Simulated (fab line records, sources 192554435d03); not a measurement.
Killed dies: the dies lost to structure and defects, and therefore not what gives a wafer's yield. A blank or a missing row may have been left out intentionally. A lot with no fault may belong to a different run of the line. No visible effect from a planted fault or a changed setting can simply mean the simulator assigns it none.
fab line records	flow n5-finfet
record: lots: 24	wafers: 72	last-day: 18
route steps=1938 shown BEOL_M12@1642 BEOL_M13@1671
lots with no fault: from the same line, run without faults
start-h: start of the lot's first displayed wafer, in hours after the record's first day	wait-h: how many hours have passed since the lot's step before this one	" identical to the entry in the row above	L1.1+2: one row covering several wafers at once	- no value, or no start was given	* or withheld: withheld	< > ~ a bound
route shown NAME@n: a module of which the file shows steps, and the number in the route of the first	usual: mean/standard deviation taken from wafers without a fault	same: alike in all rows	chamber/n: place in a boat	sites: the reading at each site	_std_site: the standard deviation of these	_edge_site: inner sites' mean taken away from outer sites' mean	radius-mm: for every site, how far away it sits from the centre of the wafer	mask NAME#n: copy n	behind: the most recent tool/chamber to have shaped the wafer	hold: the reason the lot was held/the length of the hold in hours/how it ended	device: whichever transistor did not switch (one of n, p or np)	end of line: at the end of the route, the tests of the same wafers	a step with no rows: only its recipe	killed: dies that structure and defects cost at the first sort, which is not the same as the wafer's yield	map: shows each die of a wafer: x if killed, . if not, _ if none is there
set.NAME: the setting the step ran with; set.NAME@STEP: the setting that earlier step ran with	model.NAME: the simulator's own value behind a step, which no gauge read
a sample of lots followed through the steps of the route, with each step as a table and each wafer as a row
services: a tool's chamber out of use, with start hour (start-h, from the record's first day; less than 0 if before it), hours out, and reason
== steps ==
step: N5_BEOL_M12_STRIP_37
recipe: chemistry: N2/H2	power-w: 1000	temp-c: 250	h2-frac: 0.65	overash-fraction: 0.3	pressure-mtorr: withheld	n2-flow-sccm: 1750	h2-flow-sccm: 3250
usual: drypump-motor-current-A: 5.6/0.36	heater-power-w: 337/22	oes-product-au: 0.790/0.011	temp-c: 249.99/0.25
same: overash-fraction: 0.3
lot.wafer	tool	chamber	start-h	wait-h	drypump-motor-current-A	heater-power-w	oes-product-au	rf-hours-counter-h	temp-c
L074.3	plasma-asher-02	1	242.48	0.1	5.6	367	0.794	-	249.61
L074.4	"	0	"	"	5.9	322	0.786	-	249.96
L074.6	"	0	"	"	5.9	322	0.787	-	249.74
L075.1	plasma-asher-01	0	256.55	0.0	4.9	329	0.789	77	249.85
L075.2	"	1	"	"	5.7	323	0.775	77	250.18
L075.4	"	0	"	"	4.9	327	0.782	-	249.65
L078.1	plasma-asher-02	0	266.81	0.0	5.9	320	0.775	122	249.92
L078.3	"	0	"	"	5.9	320	0.774	-	250.25
L078.6	"	0	"	"	5.9	330	0.784	-	250.05
L077.1	plasma-asher-01	1	267.32	0.0	5.7	314	0.788	79	250.39
L077.3	"	1	"	"	5.7	321	0.795	-	250.36
L077.5	"	0	"	"	5.0	332	0.804	-	250.01
L076.2	plasma-asher-02	0	267.48	0.0	5.9	319	0.802	122	250.41
L076.3	"	1	"	"	5.6	374	0.780	-	249.90
L076.5	"	1	"	"	5.6	376	0.804	-	249.75
L079.3	plasma-asher-01	1	273.18	0.1	5.7	307	0.770	-	250.21
L079.4	"	0	"	"	5.0	332	0.780	-	250.10
L079.5	"	1	"	"	5.7	321	0.775	-	250.12
L080.1	plasma-asher-02	1	276.39	0.0	5.6	372	0.770	124	249.88
L080.3	"	1	"	"	5.6	364	0.807	-	249.66
L080.5	"	1	"	"	5.6	378	0.782	-	249.86
L081.2	plasma-asher-01	0	276.84	0.0	4.9	335	0.782	81	249.85
L081.4	"	1	"	"	5.7	319	0.787	-	250.21
L081.6	"	0	"	"	4.9	328	0.797	-	250.28
L082.3	plasma-asher-02	0	282.65	0.1	5.9	328	0.785	-	249.98
L082.5	"	1	"	"	5.5	373	0.771	-	250.08
L082.6	"	0	"	"	5.9	320	0.788	-	250.15
L083.2	plasma-asher-02	1	294.42	0.0	5.6	363	0.768	128	249.77
L083.4	"	1	"	"	5.6	365	0.808	-	250.10
L083.6	"	0	"	"	5.9	323	0.794	-	249.69
L084.1	plasma-asher-01	0	295.13	0.0	5.0	339	0.783	85	250.15
L084.4	"	0	"	"	4.9	327	0.783	-	250.32
L084.6	"	0	"	"	5.0	325	0.789	-	250.38
L085.2	plasma-asher-02	1	308.80	0.0	5.6	372	0.810	130	250.14
L085.3	"	1	"	"	5.6	371	0.795	-	250.07
L085.6	"	0	"	"	5.9	317	0.806	-	249.89
L086.2	plasma-asher-01	1	315.08	0.0	5.7	322	0.790	89	249.84
L086.5	"	0	"	"	4.9	323	0.797	-	250.03
L086.6	"	1	"	"	5.7	319	0.800	-	250.27
L087.1	plasma-asher-01	1	324.38	0.0	5.7	329	0.792	90	250.19
L087.2	"	0	"	"	5.0	330	0.788	90	249.91
L087.6	"	0	"	"	5.0	334	0.802	-	249.73
L088.4	plasma-asher-01	1	328.55	0.1	5.7	316	0.772	-	249.99
L088.5	"	1	"	"	5.7	325	0.792	-	250.26
L088.6	"	0	"	"	4.9	331	0.803	-	250.22
L090.2	plasma-asher-01	0	334.24	0.0	4.9	324	0.798	92	249.90
L090.3	"	1	"	"	5.7	324	0.809	-	249.82
L090.4	"	0	"	"	4.9	326	0.782	-	249.76
L089.3	plasma-asher-01	0	340.40	0.1	5.0	332	0.777	-	249.85
L089.4	"	1	"	"	5.7	316	0.805	-	250.00
L089.5	"	0	"	"	5.0	323	0.794	-	250.19
L091.1	plasma-asher-02	0	343.78	0.0	5.9	319	0.790	138	250.39
L091.2	"	1	"	"	5.6	370	0.810	138	249.72
L091.4	"	0	"	"	5.9	324	0.794	-	249.72
L093.1	plasma-asher-02	1	352.49	0.1	5.6	370	0.796	141	250.17
L093.3	"	1	"	"	5.5	372	0.782	-	250.74
L093.4	"	0	"	"	6.0	321	0.798	-	249.74
L094.1	plasma-asher-02	0	361.35	0.0	6.0	325	0.805	143	250.23
L094.3	"	1	"	"	5.6	377	0.776	-	249.80
L094.4	"	0	"	"	6.0	317	0.792	-	250.09
L095.2	plasma-asher-02	0	362.84	0.0	5.9	322	0.793	143	249.64
L095.3	"	0	"	"	5.9	315	0.768	-	249.35
L095.4	"	1	"	"	5.6	368	0.800	-	249.69
L092.3	plasma-asher-01	0	362.91	0.1	5.0	322	0.771	-	249.71
L092.5	"	1	"	"	5.7	318	0.809	-	250.22
L092.6	"	0	"	"	5.0	328	0.800	-	249.62
L096.2	plasma-asher-02	0	365.52	0.0	5.9	318	0.786	144	250.24
L096.3	"	1	"	"	5.6	373	0.801	-	250.08
L096.4	"	0	"	"	6.0	324	0.790	-	249.94
L097.2	plasma-asher-02	0	389.98	0.1	5.9	326	0.778	148	249.77
L097.4	"	1	"	"	5.5	374	0.771	-	250.06
L097.5	"	1	"	"	5.6	374	0.770	-	250.05
step: N5_BEOL_M12_DEP_53
recipe: material: SiCN	target-thk-a: 300	temp-c: withheld	precursor: 3MS/NH3	pressure-torr: 3	rf-w: 675	time-s: 10.5
usual: showerhead-plenum-p-Torr: 4.162/0.019	throttle-valve-pct: 18.1/1.4
lot.wafer	tool	chamber	start-h	wait-h	showerhead-plenum-p-Torr	throttle-valve-pct
L074.3	pecvd-03	0	245.65	0.0	4.150	17.8
L074.4	"	2	"	"	4.164	16.3
L074.6	"	0	"	"	4.144	17.3
L075.1	pecvd-03	2	259.72	0.0	4.156	16.7
L075.2	"	1	"	"	4.135	19.5
L075.4	"	1	"	"	4.134	18.8
L078.1	pecvd-04	2	270.09	0.0	4.151	16.8
L078.3	"	1	"	"	4.174	20.5
L078.6	"	1	"	"	4.177	20.6
L077.1	pecvd-01	0	270.62	0.0	4.168	18.7
L077.3	"	2	"	"	4.147	16.4
L077.5	"	0	"	"	4.182	18.5
L076.2	pecvd-01	0	272.02	0.0	4.181	18.5
L076.3	"	1	"	"	4.181	17.1
L076.5	"	2	"	"	4.144	16.2
L079.3	pecvd-03	0	277.06	0.0	4.143	17.4
L079.4	"	2	"	"	4.150	16.5
L079.5	"	0	"	"	4.144	17.6
L080.1	pecvd-04	0	280.65	0.0	4.187	18.7
L080.3	"	1	"	"	4.163	20.7
L080.5	"	0	"	"	4.180	18.9
L081.2	pecvd-04	0	281.42	0.0	4.192	18.5
L081.4	"	0	"	"	4.186	18.6
L081.6	"	2	"	"	4.161	16.9
L082.3	pecvd-03	1	286.24	0.0	4.132	19.2
L082.5	"	2	"	"	4.162	17.0
L082.6	"	1	"	"	4.123	19.2
L083.2	pecvd-04	2	297.39	0.0	4.156	17.0
L083.4	"	2	"	"	4.160	16.8
L083.6	"	0	"	"	4.186	18.7
L084.1	pecvd-01	1	299.80	0.0	4.193	17.0
L084.4	"	0	"	"	4.175	18.7
L084.6	"	1	"	"	4.186	17.0
L085.2	pecvd-03	0	313.77	0.0	4.143	17.8
L085.3	"	1	"	"	4.124	19.3
L085.6	"	0	"	"	4.133	17.7
L086.2	pecvd-04	0	317.09	0.0	4.187	18.8
L086.5	"	2	"	"	4.170	16.8
L086.6	"	0	"	"	4.192	18.4
L087.1	pecvd-04	0	328.04	0.0	4.182	18.9
L087.2	"	1	"	"	4.174	20.3
L087.6	"	1	"	"	4.169	20.4
L088.4	pecvd-04	1	331.05	0.0	4.179	20.5
L088.5	"	0	"	"	4.181	18.8
L088.6	"	2	"	"	4.157	17.0
L090.2	pecvd-01	0	338.21	0.0	4.176	18.5
L090.3	"	2	"	"	4.148	16.2
L090.4	"	0	"	"	4.183	18.4
L089.3	pecvd-03	1	342.31	0.0	4.120	19.3
L089.4	"	2	"	"	4.155	16.8
L089.5	"	2	"	"	4.166	16.5
L091.1	pecvd-03	2	345.31	0.0	4.162	16.7
L091.2	"	1	"	"	4.133	19.0
L091.4	"	1	"	"	4.124	19.4
L093.1	pecvd-01	2	354.91	0.0	4.154	16.4
L093.3	"	0	"	"	4.177	18.6
L093.4	"	1	"	"	4.183	16.9
L094.1	pecvd-03	0	363.71	0.0	4.140	17.5
L094.3	"	1	"	"	4.140	19.0
L094.4	"	2	"	"	4.157	16.9
L095.2	pecvd-04	2	364.29	0.0	4.151	16.9
L095.3	"	1	"	"	4.187	20.5
L095.4	"	1	"	"	4.175	20.5
L092.3	pecvd-04	2	366.46	0.0	4.155	16.8
L092.5	"	0	"	"	4.197	19.0
L092.6	"	1	"	"	4.175	20.1
L096.2	pecvd-03	1	367.00	0.0	4.137	19.2
L096.3	"	2	"	"	4.160	16.5
L096.4	"	0	"	"	4.143	17.9
L097.2	pecvd-04	2	393.42	0.0	4.164	17.3
L097.4	"	1	"	"	4.182	20.3
L097.5	"	0	"	"	4.190	18.7
step: N5_BEOL_M13_INSPECT_12
recipe: mode: adi	inspect-instrument: macro
usual: raw-defect-count: 2.1/1.4
lot.wafer	tool	chamber	start-h	wait-h	raw-defect-count
L074.3	defect-inspect-02	-	246.42	0.0	4
L074.4	"	-	"	"	0
L074.6	"	-	"	"	2
L075.1	defect-inspect-01	-	260.48	0.0	2
L075.2	"	-	"	"	1
L075.4	"	-	"	"	5
L078.1	defect-inspect-01	-	270.73	0.0	2
L078.3	"	-	"	"	2
L078.6	"	-	"	"	2
L077.1	defect-inspect-01	-	271.25	0.0	4
L077.3	"	-	"	"	2
L077.5	"	-	"	"	2
L076.2	defect-inspect-02	-	272.65	0.0	0
L076.3	"	-	"	"	1
L076.5	"	-	"	"	0
L079.3	defect-inspect-02	-	277.69	0.0	0
L079.4	"	-	"	"	5
L079.5	"	-	"	"	2
L080.1	defect-inspect-02	-	281.41	0.0	1
L080.3	"	-	"	"	3
L080.5	"	-	"	"	3
L081.2	defect-inspect-02	-	282.15	0.0	6
L081.4	"	-	"	"	2
L081.6	"	-	"	"	1
L082.3	defect-inspect-01	-	286.88	0.0	1
L082.5	"	-	"	"	3
L082.6	"	-	"	"	3
L083.2	defect-inspect-02	-	298.15	0.0	3
L083.4	"	-	"	"	2
L083.6	"	-	"	"	4
L084.1	defect-inspect-02	-	300.43	0.0	2
L084.4	"	-	"	"	5
L084.6	"	-	"	"	2
L085.2	defect-inspect-02	-	314.40	0.0	2
L085.3	"	-	"	"	2
L085.6	"	-	"	"	3
L086.2	defect-inspect-01	-	317.72	0.0	1
L086.5	"	-	"	"	2
L086.6	"	-	"	"	1
L087.1	defect-inspect-01	-	328.95	0.0	0
L087.2	"	-	"	"	0
L087.6	"	-	"	"	3
L088.4	defect-inspect-02	-	331.80	0.0	2
L088.5	"	-	"	"	3
L088.6	"	-	"	"	3
L090.2	defect-inspect-02	-	339.05	0.0	0
L090.3	"	-	"	"	3
L090.4	"	-	"	"	2
L089.3	defect-inspect-01	-	343.09	0.0	1
L089.4	"	-	"	"	0
L089.5	"	-	"	"	4
L091.1	defect-inspect-01	-	346.08	0.0	3
L091.2	"	-	"	"	2
L091.4	"	-	"	"	2
L093.1	defect-inspect-01	-	355.78	0.0	3
L093.3	"	-	"	"	1
L093.4	"	-	"	"	3
L094.1	defect-inspect-02	-	364.47	0.0	4
L094.3	"	-	"	"	2
L094.4	"	-	"	"	1
L095.2	defect-inspect-02	-	364.93	0.0	2
L095.3	"	-	"	"	3
L095.4	"	-	"	"	6
L092.3	defect-inspect-02	-	367.09	0.0	4
L092.5	"	-	"	"	1
L092.6	"	-	"	"	3
L096.2	defect-inspect-01	-	367.76	0.0	1
L096.3	"	-	"	"	4
L096.4	"	-	"	"	1
L097.2	defect-inspect-02	-	394.06	0.0	2
L097.4	"	-	"	"	1
L097.5	"	-	"	"	0
step: N5_BEOL_M13_STRIP_64
recipe: chemistry: N2/H2	power-w: 1000	temp-c: 250	h2-frac: 0.65	overash-fraction: 0.3	pressure-mtorr: withheld	n2-flow-sccm: 1750	h2-flow-sccm: 3250
usual: drypump-motor-current-A: 5.6/0.35	heater-power-w: 338/23	oes-product-au: 0.715/0.0043	strip-time-to-endpoint-s: 31.36/0.097	temp-c: 249.99/0.18
same: overash-fraction: 0.3
lot.wafer	tool	chamber	start-h	wait-h	drypump-motor-current-A	heater-power-w	oes-product-au	rf-hours-counter-h	strip-time-to-endpoint-s	temp-c
L074.3	plasma-asher-02	1	246.85	0.0	5.6	370	0.719	-	31.53	250.10
L074.4	"	0	"	"	5.9	316	0.723	-	31.53	249.58
L074.6	"	1	"	"	5.6	378	0.710	-	31.48	249.77
L075.1	plasma-asher-01	0	260.89	0.0	5.0	334	0.723	78	31.24	250.18
L075.2	"	1	"	"	5.7	318	0.715	78	31.18	249.85
L075.4	"	0	"	"	5.0	330	0.720	-	31.22	250.33
L078.1	plasma-asher-01	0	271.15	0.0	5.0	328	0.714	80	31.29	250.23
L078.3	"	0	"	"	5.0	331	0.708	-	31.32	250.37
L078.6	"	1	"	"	5.7	317	0.717	-	31.31	249.82
L077.1	plasma-asher-01	0	271.67	0.0	4.9	330	0.720	80	31.36	249.77
L077.3	"	0	"	"	5.0	322	0.719	-	31.38	249.96
L077.5	"	1	"	"	5.7	319	0.713	-	31.48	249.99
L076.2	plasma-asher-02	1	273.07	0.0	5.6	383	0.716	123	31.24	250.29
L076.3	"	1	"	"	5.6	365	0.709	-	31.36	250.28
L076.5	"	0	"	"	5.9	330	0.710	-	31.31	249.97
L079.3	plasma-asher-02	0	278.13	0.0	5.9	322	0.713	-	31.50	249.69
L079.4	"	1	"	"	5.6	366	0.722	-	31.51	250.06
L079.5	"	0	"	"	5.9	322	0.716	-	31.44	249.73
L080.1	plasma-asher-02	0	281.83	0.0	5.9	329	0.704	125	31.22	249.78
L080.3	"	0	"	"	5.9	320	0.715	-	31.28	250.00
L080.5	"	1	"	"	5.6	370	0.712	-	31.24	250.27
L081.2	plasma-asher-01	1	282.57	0.0	5.7	312	0.711	83	31.48	250.03
L081.4	"	0	"	"	4.9	330	0.711	-	31.52	250.03
L081.6	"	1	"	"	5.7	315	0.712	-	31.46	250.10
L082.3	plasma-asher-01	1	287.55	0.0	5.7	315	0.713	-	31.42	249.79
L082.5	"	0	"	"	5.0	334	0.714	-	31.35	250.30
L082.6	"	1	"	"	5.7	316	0.718	-	31.39	250.43
L083.2	plasma-asher-02	0	298.57	0.0	5.9	328	0.713	128	31.56	250.20
L083.4	"	1	"	"	5.6	363	0.716	-	31.35	249.68
L083.6	"	1	"	"	5.6	372	0.714	-	31.43	249.65
L084.1	plasma-asher-02	1	300.85	0.0	5.6	369	0.719	129	31.41	249.73
L084.4	"	1	"	"	5.6	361	0.717	-	31.30	249.88
L084.6	"	1	"	"	5.6	377	0.722	-	31.34	249.94
L085.2	plasma-asher-02	0	314.92	0.0	5.9	321	0.722	131	31.23	250.22
L085.3	"	0	"	"	5.9	331	0.714	-	31.24	250.05
L085.6	"	1	"	"	5.6	375	0.718	-	31.17	249.92
L086.2	plasma-asher-02	0	318.14	0.0	5.9	316	0.711	132	31.37	250.08
L086.5	"	1	"	"	5.6	385	0.716	-	31.25	249.84
L086.6	"	0	"	"	5.9	328	0.711	-	31.23	250.20
L087.1	plasma-asher-02	1	329.37	0.0	5.6	371	0.712	134	31.40	249.97
L087.2	"	0	"	"	5.9	320	0.716	134	31.43	249.87
L087.6	"	0	"	"	5.9	318	0.720	-	31.40	249.95
L088.4	plasma-asher-02	1	332.23	0.0	5.6	383	0.714	-	31.42	250.11
L088.5	"	1	"	"	5.6	374	0.721	-	31.40	249.56
L088.6	"	0	"	"	5.9	322	0.708	-	31.42	249.60
L090.2	plasma-asher-01	0	339.46	0.0	5.0	325	0.706	94	31.20	249.98
L090.3	"	1	"	"	5.7	321	0.713	-	31.27	249.75
L090.4	"	0	"	"	5.0	326	0.711	-	31.32	249.89
L089.3	plasma-asher-01	0	343.57	0.0	5.0	332	0.713	-	31.38	249.83
L089.4	"	1	"	"	5.7	326	0.711	-	31.43	250.06
L089.5	"	1	"	"	5.7	331	0.713	-	31.50	250.08
L091.1	plasma-asher-02	1	346.50	0.0	5.6	374	0.715	139	31.35	249.97
L091.2	"	0	"	"	5.9	316	0.720	139	31.22	250.08
L091.4	"	1	"	"	5.6	374	0.716	-	31.21	249.80
L093.1	plasma-asher-02	0	356.20	0.0	5.9	321	0.715	142	31.33	249.97
L093.3	"	0	"	"	5.9	332	0.716	-	31.33	250.10
L093.4	"	1	"	"	5.6	372	0.703	-	31.42	249.69
L094.1	plasma-asher-01	1	364.89	0.0	5.7	325	0.701	97	31.43	249.88
L094.3	"	0	"	"	4.9	339	0.720	-	31.39	250.01
L094.4	"	1	"	"	5.7	322	0.716	-	31.42	249.71
L095.2	plasma-asher-02	0	365.64	0.0	5.9	317	0.711	144	31.33	249.84
L095.3	"	1	"	"	5.6	380	0.716	-	31.33	249.97
L095.4	"	0	"	"	6.0	325	0.709	-	31.27	250.04
L092.3	plasma-asher-02	0	367.53	0.0	5.9	314	0.716	-	31.47	250.05
L092.5	"	0	"	"	5.9	320	0.709	-	31.41	249.95
L092.6	"	1	"	"	5.6	368	0.713	-	31.40	250.05
L096.2	plasma-asher-01	0	368.18	0.0	5.0	327	0.712	98	31.47	250.08
L096.3	"	0	"	"	5.0	326	0.716	-	31.51	249.94
L096.4	"	1	"	"	5.7	314	0.720	-	31.48	249.95
L097.2	plasma-asher-01	0	394.60	0.0	5.0	326	0.709	102	31.40	249.97
L097.4	"	0	"	"	5.0	327	0.716	-	31.39	249.80
L097.5	"	0	"	"	5.0	332	0.715	-	31.46	250.19
step: N5_BEOL_M13_SPUTTER_45
recipe: material: Cu	target-thk-a: 800	temp-c: -20	bias-v: 60	power-w: 26000	chamber-pressure-pa: 0.13	time-s: 13.33
usual: chamber-pressure-pa: 0.13003/0.00027	substrate-temp-c: -19.98/0.092	throttle-valve-pct: 30.0/1.2
lot.wafer	tool	chamber	start-h	wait-h	chamber-pressure-pa	substrate-temp-c	throttle-valve-pct
L074.3	pvd-sputter-02	-	250.18	0.0	0.12985	-19.99	28.3
L074.4	"	-	"	"	0.13014	-19.75	31.2
L074.6	"	-	"	"	0.12994	-20.03	28.8
L075.1	pvd-sputter-02	-	263.19	0.0	0.13052	-20.00	30.7
L075.2	"	-	"	"	0.12978	-20.08	32.6
L075.4	"	-	"	"	0.13008	-20.05	28.9
L078.1	pvd-sputter-02	-	274.25	0.0	0.12982	-20.13	28.8
L078.3	"	-	"	"	0.13024	-20.02	28.3
L078.6	"	-	"	"	0.1303	-20.03	28.3
L077.1	pvd-sputter-03	-	277.07	0.0	0.13012	-19.95	31.2
L077.3	"	-	"	"	0.12975	-19.96	30.4
L077.5	"	-	"	"	0.13096	-19.87	29.9
L076.2	pvd-sputter-03	-	279.49	0.0	0.12999	-19.95	31.0
L076.3	"	-	"	"	0.13017	-19.98	30.5
L076.5	"	-	"	"	0.12982	-19.85	30.5
L079.3	pvd-sputter-02	-	280.40	0.0	0.13037	-19.92	32.6
L079.4	"	-	"	"	0.13027	-19.89	28.8
L079.5	"	-	"	"	0.13015	-20.06	31.2
L080.1	pvd-sputter-03	-	286.09	0.0	0.13044	-19.95	30.4
L080.3	"	-	"	"	0.12981	-20.05	31.2
L080.5	"	-	"	"	0.12991	-19.93	30.4
L081.2	pvd-sputter-01	-	287.10	0.0	0.13011	-19.87	29.4
L081.4	"	-	"	"	0.13024	-19.96	29.1
L081.6	"	-	"	"	0.12986	-19.99	30.5
L082.3	pvd-sputter-01	-	289.78	0.0	0.13011	-20.09	29.0
L082.5	"	-	"	"	0.13007	-20.02	30.3
L082.6	"	-	"	"	0.12996	-20.11	29.2
L083.2	pvd-sputter-01	-	304.76	0.0	0.13004	-19.89	30.3
L083.4	"	-	"	"	0.13029	-20.00	29.2
L083.6	"	-	"	"	0.12972	-20.08	30.3
L084.1	pvd-sputter-01	-	305.72	0.0	0.13041	-19.91	30.1
L084.4	"	-	"	"	0.13044	-19.97	30.4
L084.6	"	-	"	"	0.12968	-19.95	29.2
L085.2	pvd-sputter-02	-	317.19	0.0	0.12948	-20.06	32.7
L085.3	"	-	"	"	0.12974	-20.10	28.4
L085.6	"	-	"	"	0.13037	-19.99	28.6
L086.2	pvd-sputter-01	-	320.38	0.0	0.12984	-19.91	29.4
L086.5	"	-	"	"	0.12962	-20.08	29.1
L086.6	"	-	"	"	0.12999	-20.04	30.0
L087.1	pvd-sputter-02	-	331.85	0.0	0.13019	-19.92	32.6
L087.2	"	-	"	"	0.13037	-20.14	31.1
L087.6	"	-	"	"	0.13005	-19.88	31.1
L088.4	pvd-sputter-02	-	336.35	0.0	0.13003	-19.90	31.0
L088.5	"	-	"	"	0.13033	-20.08	32.8
L088.6	"	-	"	"	0.13015	-19.93	28.7
L090.2	pvd-sputter-01	-	341.74	0.0	0.13018	-20.07	29.2
L090.3	"	-	"	"	0.12959	-19.84	30.2
L090.4	"	-	"	"	0.12968	-20.08	30.0
L089.3	pvd-sputter-02	-	348.48	0.0	0.1297	-20.00	31.2
L089.4	"	-	"	"	0.13024	-19.85	32.8
L089.5	"	-	"	"	0.13013	-19.99	28.9
L091.1	pvd-sputter-03	-	350.16	0.0	0.12993	-19.98	30.2
L091.2	"	-	"	"	0.12972	-20.04	29.0
L091.4	"	-	"	"	0.13011	-20.09	30.9
L093.1	pvd-sputter-01	-	359.20	0.0	0.12971	-19.97	29.1
L093.3	"	-	"	"	0.13032	-19.97	29.9
L093.4	"	-	"	"	0.12984	-19.81	30.2
L094.1	pvd-sputter-03	-	366.94	0.0	0.13006	-19.97	29.0
L094.3	"	-	"	"	0.12972	-20.04	30.3
L094.4	"	-	"	"	0.12999	-19.83	31.1
L095.2	pvd-sputter-01	-	367.43	0.0	0.12985	-19.87	29.9
L095.3	"	-	"	"	0.1299	-19.96	30.3
L095.4	"	-	"	"	0.12978	-20.05	29.5
L092.3	pvd-sputter-03	-	370.68	0.0	0.13008	-19.88	30.3
L092.5	"	-	"	"	0.12991	-20.01	30.0
L092.6	"	-	"	"	0.13035	-19.97	31.3
L096.2	pvd-sputter-01	-	371.33	0.0	0.12958	-20.04	30.3
L096.3	"	-	"	"	0.12997	-20.10	29.3
L096.4	"	-	"	"	0.1299	-19.99	29.8
L097.2	pvd-sputter-02	-	398.06	0.0	0.13006	-20.05	28.7
L097.4	"	-	"	"	0.12995	-19.97	30.8
L097.5	"	-	"	"	0.13059	-20.09	31.2
step: N5_BEOL_M13_THK_MEAS_50
recipe: thk-meas-gauge: xrf	reads: Cu_of_BEOL_M13_ECD_47
usual: M13_THK: 411/7
lot.wafer	tool	chamber	start-h	wait-h	M13_THK[nm]
L074.3	film-metro-02	-	251.22	-	405
L074.4	"	-	"	"	397
L074.6	"	-	"	"	400
L075.1	film-metro-02	-	264.14	-	402
L075.2	"	-	"	"	411
L075.4	"	-	"	"	404
L078.1	film-metro-01	-	275.13	-	413
L078.3	"	-	"	"	424
L078.6	"	-	"	"	421
L077.1	film-metro-02	-	277.95	-	410
L077.3	"	-	"	"	417
L077.5	"	-	"	"	409
L076.2	film-metro-01	-	280.37	-	427
L076.3	"	-	"	"	411
L076.5	"	-	"	"	419
L079.3	film-metro-01	-	281.75	-	404
L079.4	"	-	"	"	402
L079.5	"	-	"	"	413
L080.1	film-metro-01	-	287.10	-	413
L080.3	"	-	"	"	418
L080.5	"	-	"	"	410
L081.2	film-metro-02	-	288.19	-	402
L081.4	"	-	"	"	403
L081.6	"	-	"	"	406
L082.3	film-metro-02	-	290.90	-	396
L082.5	"	-	"	"	407
L082.6	"	-	"	"	396
L083.2	film-metro-02	-	305.63	-	406
L083.4	"	-	"	"	410
L083.6	"	-	"	"	400
L084.1	film-metro-02	-	306.62	-	404
L084.4	"	-	"	"	410
L084.6	"	-	"	"	405
L085.2	film-metro-02	-	318.30	-	409
L085.3	"	-	"	"	409
L085.6	"	-	"	"	403
L086.2	film-metro-01	-	321.25	-	411
L086.5	"	-	"	"	417
L086.6	"	-	"	"	411
L087.1	film-metro-01	-	332.88	-	420
L087.2	"	-	"	"	419
L087.6	"	-	"	"	419
L088.4	film-metro-02	-	337.22	-	403
L088.5	"	-	"	"	403
L088.6	"	-	"	"	402
L090.2	film-metro-01	-	342.61	-	419
L090.3	"	-	"	"	422
L090.4	"	-	"	"	412
L089.3	film-metro-02	-	349.35	-	413
L089.4	"	-	"	"	414
L089.5	"	-	"	"	410
L091.1	film-metro-01	-	351.03	-	412
L091.2	"	-	"	"	416
L091.4	"	-	"	"	424
L093.1	film-metro-01	-	360.08	-	418
L093.3	"	-	"	"	411
L093.4	"	-	"	"	408
L094.1	film-metro-02	-	368.09	-	404
L094.3	"	-	"	"	411
L094.4	"	-	"	"	413
L095.2	film-metro-01	-	368.35	-	418
L095.3	"	-	"	"	419
L095.4	"	-	"	"	422
L092.3	film-metro-01	-	371.55	-	416
L092.5	"	-	"	"	418
L092.6	"	-	"	"	416
L096.2	film-metro-02	-	372.21	-	407
L096.3	"	-	"	"	410
L096.4	"	-	"	"	405
L097.2	film-metro-01	-	398.94	-	416
L097.4	"	-	"	"	420
L097.5	"	-	"	"	421
== services ==
tool	chamber	start-h	hours	kind
pecvd-04	0	220.09	11.4	repair
plasma-asher-02	-	250.42	3.0	repair
pecvd-04	-	264.79	2.8	pm
pecvd-03	-	267.09	6.0	pm
pecvd-01	1	279.43	5.5	scheduled-down
pvd-sputter-02	-	281.56	1.6	repair
pecvd-04	-	303.00	6.0	pm
pecvd-04	2	327.37	2.1	scheduled-down
pecvd-01	1	331.86	9.5	repair
pecvd-03	0	336.96	20.2	repair
plasma-asher-01	-	343.65	9.3	pm
pecvd-04	-	351.40	2.8	repair
pecvd-03	-	358.97	2.8	pm
plasma-asher-01	-	389.82	3.0	repair
pecvd-03	-	391.33	0.7	repair
== key ==
fault none
